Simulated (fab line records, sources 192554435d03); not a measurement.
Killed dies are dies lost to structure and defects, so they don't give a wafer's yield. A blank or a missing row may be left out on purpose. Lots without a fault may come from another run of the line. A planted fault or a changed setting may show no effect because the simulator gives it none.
Split-lot experiment | flow n5_finfet | 7 lots, 21 wafers read, on a route of 1938 steps

THE SPLIT
At N5_BEOL_M11_ILD_DEP_00 (deposits SiCOH lowk from DEMS/porogen, target thk 308.51 nm, time 58 s), the setting time_s was moved away from the recipe's 58 s on 8 of the 21 wafers read, by -13.4% to +7.1%. The other wafers ran this setting at the recipe's value.

FROM THE SPLIT TO THE READING: what the file shows between them, 1 step
- N5_BEOL_M11_CURE_71: cures SiCOH lowk, time 240 s

THE READING
M11_ILD_THK, in nm, at N5_BEOL_M11_THK_MEAS_01. Fault-free wafers of this fab line usually give 268 nm, standard deviation 3.4 nm.

wafer  | tool, chamber at the split | time_s as run, s | against the recipe | M11_ILD_THK, nm | against lot-mates on the recipe
L074.1 | pecvd-04, 2                | 58               | recipe             | 268             | -
L074.5 | pecvd-04, 0                | 58               | recipe             | 273             | -
L074.6 | pecvd-04, 2                | 58               | recipe             | 270             | -
L076.4 | pecvd-02, 1                | 58               | recipe             | 269             | -
L076.5 | pecvd-02, 2                | 51.27            | -11.6%             | 238             | -31
L076.6 | pecvd-02, 0                | 58               | recipe             | 269             | -
L081.3 | pecvd-04, 1                | 58               | recipe             | 266             | -
L081.5 | pecvd-04, 1                | 50.25            | -13.4%             | 231             | -35
L081.6 | pecvd-04, 2                | 50.25            | -13.4%             | 234             | -32
L086.1 | pecvd-02, 2                | 58               | recipe             | 264             | -
L086.3 | pecvd-02, 0                | 54.6             | -5.9%              | 251             | -13
L086.6 | pecvd-02, 1                | 54.6             | -5.9%              | 255             | -9
L089.1 | pecvd-02, 0                | 58               | recipe             | 264             | -
L089.2 | pecvd-02, 1                | 58               | recipe             | 267             | -
L089.4 | pecvd-02, 1                | 58               | recipe             | 269             | -
L090.1 | pecvd-02, 0                | 58               | recipe             | 267             | -
L090.3 | pecvd-02, 1                | 58               | recipe             | 272             | -
L090.5 | pecvd-02, 1                | 54.18            | -6.6%              | 251             | -18
L091.2 | pecvd-02, 0                | 58               | recipe             | 262             | -
L091.4 | pecvd-02, 2                | 62.12            | +7.1%              | 289             | +27
L091.5 | pecvd-02, 0                | 62.12            | +7.1%              | 287             | +25

THE FIT
A straight line over all 21 wafers: M11_ILD_THK changes by +2.65 nm for each +1% of time_s; r = +0.98; the points scatter about the line by 2.7 nm.
The same after taking each lot's own level away (the mean of its wafers on the recipe; 21 wafers): +2.75 nm for each +1%; r = +0.98; scatter 3 nm.
On that fit, the largest move of time_s shifts the reading by 37 nm.
The lots' own levels span 262.0 to 270.3 nm, that is 2.5 times the standard deviation above.
So the lot-to-lot level changes the slope little: the two slopes agree.
Check: with one of the wafers moved furthest among these (-13.4%) left out of the fit, the line predicts -35.4 nm for it against its lot-mates. It came out at -35 nm against them.

OTHER SPLITS ON THESE WAFERS
These wafers also went through other splits before the reading. Each is held against what the fit with the lots' levels taken away leaves over:
other split on the same wafers      | wafers away from the commonest value | r with M11_ILD_THK (lot level and that fit taken away)
N5_BEOL_M9_COAT_05 spin_rpm         | 5                                    | +0.10
N5_BEOL_M9_CMP_52 down_force_psi    | 6                                    | +0.04
N5_BEOL_M10_TRENCH_ETCH_37 source_w | 8                                    | -0.11

THE WHOLE CHAIN: every reading that the file lists as answering this split, in the file's order
step                    | what it does                                                           | reading                                                                                   | change (the file's fit)              | r (the file's)
N5_BEOL_M11_ILD_DEP_00  | deposits SiCOH lowk from DEMS/porogen, target thk 308.51 nm, time 58 s | SiCOH_lowk_of_BEOL_M11_ILD_DEP_00.thk_nm (the simulator's own value, which no gauge read) | +3 nm for each +1% of the setting    | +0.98
N5_BEOL_M11_CURE_71     | cures SiCOH lowk, time 240 s                                           | SiCOH_lowk_of_BEOL_M11_ILD_DEP_00.thk_nm (the simulator's own value, which no gauge read) | +2.64 nm for each +1% of the setting | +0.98
N5_BEOL_M11_THK_MEAS_01 |                                                                        | M11_ILD_THK                                                                               | +2.65 for each +1% of the setting    | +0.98

THE FILE'S OWN FIT
M11_ILD_THK changes by +2.65 nm for each +1% of time_s, r = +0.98.
